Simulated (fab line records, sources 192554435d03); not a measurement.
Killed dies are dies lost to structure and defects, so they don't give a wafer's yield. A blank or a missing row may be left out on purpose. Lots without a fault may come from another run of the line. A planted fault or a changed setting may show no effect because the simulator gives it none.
Split-lot experiment | flow n5_finfet | 7 lots, 21 wafers read, on a route of 1938 steps

THE SPLIT
At N5_BEOL_M4_DEP_57 (deposits SiCN from 3MS/NH3, target thk 8 nm, time 14 s), the setting time_s was moved away from the recipe's 14 s on 4 of the 21 wafers read, by -8.7% to -3.9%. The other wafers ran this setting at the recipe's value.

The reading is taken at the split's own step.

THE READING
SiCN_of_BEOL_M4_DEP_57.thk_nm (the simulator's own value, which no gauge read), in nm, at N5_BEOL_M4_DEP_57 (deposits SiCN from 3MS/NH3, target thk 8 nm, time 14 s). The file gives no usual value for it. The 17 wafers here that ran the recipe average 8.1 nm, standard deviation 0.14 nm.

wafer  | tool, chamber at the split | time_s as run, s | against the recipe | SiCN_of_BEOL_M4_DEP_57.thk_nm, nm | against lot-mates on the recipe
L074.1 | pecvd-02, 0                | 14               | recipe             | 8.2                               | -
L074.5 | pecvd-02, 0                | 14               | recipe             | 8.2                               | -
L074.6 | pecvd-02, 1                | 12.78            | -8.7%              | 7.6                               | -0.6
L075.2 | pecvd-04, 0,2              | 14               | recipe             | 8.2                               | -
L075.6 | pecvd-04, 0,2              | 14               | recipe             | 8.2                               | -
L075.5 | pecvd-04, 0                | 14               | recipe             | 8                                 | -
L076.3 | pecvd-04, 1                | 14               | recipe             | 8                                 | -
L076.4 | pecvd-04, 2,0              | 14               | recipe             | 8.2                               | -
L076.5 | pecvd-04, 2,0              | 14               | recipe             | 8.2                               | -
L083.1 | pecvd-04, 2                | 14               | recipe             | 8                                 | -
L083.4 | pecvd-04, 2,1              | 14               | recipe             | 8.2                               | -
L083.5 | pecvd-04, 2,1              | 14               | recipe             | 8.2                               | -
L091.3 | pecvd-02, 2,1              | 13.45            | -3.9%              | 7.8                               | -0.2
L091.5 | pecvd-02, 2,1              | 13.45            | -3.9%              | 7.8                               | -0.2
L091.4 | pecvd-02, 2                | 14               | recipe             | 8                                 | -
L094.1 | pecvd-02, 2                | 12.92            | -7.7%              | 7.2                               | -0.7
L094.2 | pecvd-02, 1                | 14               | recipe             | 8                                 | -
L094.3 | pecvd-02, 0                | 14               | recipe             | 7.8                               | -
L093.2 | pecvd-04, 1                | 14               | recipe             | 8                                 | -
L093.3 | pecvd-04, 0                | 14               | recipe             | 8.2                               | -
L093.4 | pecvd-04, 2                | 14               | recipe             | 8.4                               | -
Where a row lists several chambers, the file gives one row for several wafers and doesn't say which wafer went through which chamber.

THE FIT
A straight line over all 21 wafers: SiCN_of_BEOL_M4_DEP_57.thk_nm changes by +0.0846 nm for each +1% of time_s; r = +0.83; the points scatter about the line by 0.15 nm.
The same after taking each lot's own level away (the mean of its wafers on the recipe; 21 wafers): +0.074 nm for each +1%; r = +0.88; scatter 0.11 nm.
On that fit, the largest move of time_s shifts the reading by 0.65 nm.
The lots' own levels span 7.90 to 8.20 nm, that is 2.2 times the standard deviation above.
So the lot-to-lot level changes the slope: the two fits differ.
Check: with one of the wafers moved furthest among these (-8.7%) left out of the fit, the line predicts -0.675 nm for it against its lot-mates. It came out at -0.6 nm against them.

OTHER SPLITS ON THESE WAFERS
These wafers also went through other splits before the reading. Each is held against what the fit with the lots' levels taken away leaves over:
other split on the same wafers | wafers away from the commonest value | r with SiCN_of_BEOL_M4_DEP_57.thk_nm (lot level and that fit taken away)
N5_BEOL_M2_COAT_68 spin_rpm    | 7                                    | +0.01
N5_BEOL_M4_ETCH_64 bias_w      | 7                                    | +0.08
N5_BEOL_M4_COAT_22 spin_rpm    | 6                                    | +0.01

THE FILE'S OWN FIT
SiCN_of_BEOL_M4_DEP_57.thk_nm changes by +0.0757 nm for each +1% of time_s, r = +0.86.
